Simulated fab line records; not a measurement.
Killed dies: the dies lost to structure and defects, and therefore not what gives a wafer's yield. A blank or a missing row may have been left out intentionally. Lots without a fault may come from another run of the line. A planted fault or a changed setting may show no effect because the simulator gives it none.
Chamber matching    flow nand harc    4 sister chambers for NHARC_A_STAIRCASE_DESCUM_168 on rie diel-13
The step chemistry O2, time 3 s. 20 wafers are shown with their chamber, then 9 later ones without.

WAFERS PAIRED WITH THEIR CHAMBERS
wafer   chamber  drypump motor current A (A)  showerhead plenum p Torr (Torr)  oes product au (a.u.)
L075.1  2        5.9                          1.82                             1.014
L075.5  3        6.2                          1.88                             0.995
L075.6  0        5.8                          1.92                             1.008
L077.2  3        6.2                          1.88                             1.008
L077.3  0        5.7                          1.92                             1.010
L077.5  2        5.8                          1.82                             1.009
L079.1  2        5.8                          1.82                             1.022
L079.2  0        5.7                          1.92                             1.017
L087.3  0        5.7                          1.91                             1.006
L087.5  3        6.2                          1.88                             1.001
L087.6  0        5.7                          1.91                             1.007
L085.1  1        6.6                          1.89                             1.012
L085.5  0        5.7                          1.91                             1.001
L085.6  1        6.6                          1.89                             1.012
L089.1  0        5.7                          1.91                             1.014
L089.2  1        6.6                          1.88                             1.006
L089.5  2        5.9                          1.81                             0.998
L090.1  2        5.9                          1.81                             1.006
L090.3  0        5.7                          1.91                             1.012
L090.6  2        5.9                          1.81                             0.997

SIGNATURES (means of the wafers above)
reading                   chamber 0  chamber 1  chamber 2  chamber 3  scatter within a chamber
drypump motor current A   5.713      6.600      5.867      6.200      0.0372
showerhead plenum p Torr  1.9137     1.8867     1.8150     1.8800     0.00503
oes product au            1.00937    1.01000    1.00767    1.00133    0.00681
Rule: for each reading, subtract the chamber's mean from the wafer's reading, divide by that reading's scatter and square the result; add these up over the readings and take the root, which gives the wafer's distance from the chamber. If the next closest chamber is less than 2 further off than the closest, the wafer can't be placed; otherwise it belongs to the closest. The scatter: take each reading less its chamber's mean, square it, sum over the shown wafers, divide by the number of wafers less the number of chambers, and take the root.

WAFERS WHOSE CHAMBER IS MISSING
wafer   drypump motor current A (A)  showerhead plenum p Torr (Torr)  oes product au (a.u.)
L094.1  6.2                          1.87                             1.001
L094.3  5.7                          1.91                             1.003
L094.4  5.8                          1.81                             0.999
L091.1  6.6                          1.88                             1.001
L091.5  5.7                          1.91                             1.005
L091.6  5.9                          1.81                             1.009
L095.1  6.2                          1.87                             1.003
L095.2  6.6                          1.88                             1.001
L095.3  5.7                          1.91                             1.002

EACH ONE'S CHAMBER
wafer   from the rows above  in truth
L094.1  3                    3
L094.3  0                    0
L094.4  2                    2
L091.1  1                    1
L091.5  0                    0
L091.6  2                    2
L095.1  3                    3
L095.2  1                    1
L095.3  0                    0
Correctly placed: 9 of 9. Not placeable from these rows: 0. Placed wrongly: 0.
